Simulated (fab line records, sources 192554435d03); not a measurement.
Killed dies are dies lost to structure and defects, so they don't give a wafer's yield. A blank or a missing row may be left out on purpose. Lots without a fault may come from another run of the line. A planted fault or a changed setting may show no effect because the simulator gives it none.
One fault seen from 2 desks | flow n5_finfet | each desk has only its own numbers; what lay behind them comes last

THE METROLOGY DESK
What the gauges read, lot by lot, whatever tool the lot ran on: means of the sampled wafers that have a number. A lot is out of limits, marked OUT, if its mean lies more than 4 standard deviations from the usual mean; the brackets give that distance.
Columns: A = M13_THK at N5_BEOL_M13_THK_MEAS_50, usual 427 nm; B = M13_RS at N5_BEOL_M13_RS_MEAS_54, usual 0.0450 ohm/sq
lot  | first seen here | A   | B
L291 | day 10 20:17    | 424 | 0.0455
L293 | day 10 23:46    | 425 | 0.0456
L294 | day 11 08:40    | 424 | 0.0450
L295 | day 12 04:19    | 434 | 0.0442
L310 | day 16 14:59    | 429 | 0.0449
L313 | day 17 04:03    | 420 | 0.0453
This desk's finding: nothing out of limits on any of the 6 lots.

THE TOOL OWNER'S DESK: pecvd-03
The tool's own readings at N5_BEOL_M13_DEP_53 (deposits SiCN from 3MS/NH3, target thk 50 nm, time 17.8 s): means of the sampled wafers that have a number, for each lot that ran on this tool. A lot is out of limits, marked OUT, if its mean lies more than 4 standard deviations from the usual mean; the brackets give that distance.
Columns: A = showerhead_plenum_p_Torr at N5_BEOL_M13_DEP_53, usual 4.16 Torr; B = throttle_valve_pct at N5_BEOL_M13_DEP_53, usual 17.6 %
lot  | first seen here | A    | B
L293 | day 10 23:49    | 4.17 | 16.7
L294 | day 11 08:44    | 4.17 | 18.0
L295 | day 12 04:22    | 4.15 | 18.5
This desk's finding: nothing out of limits on any of the 3 lots.

PUT TOGETHER
The metrology desk saw nothing out of limits.
The tool owner's desk saw nothing out of limits.

WHAT THE SIMULATOR HAD PUT IN
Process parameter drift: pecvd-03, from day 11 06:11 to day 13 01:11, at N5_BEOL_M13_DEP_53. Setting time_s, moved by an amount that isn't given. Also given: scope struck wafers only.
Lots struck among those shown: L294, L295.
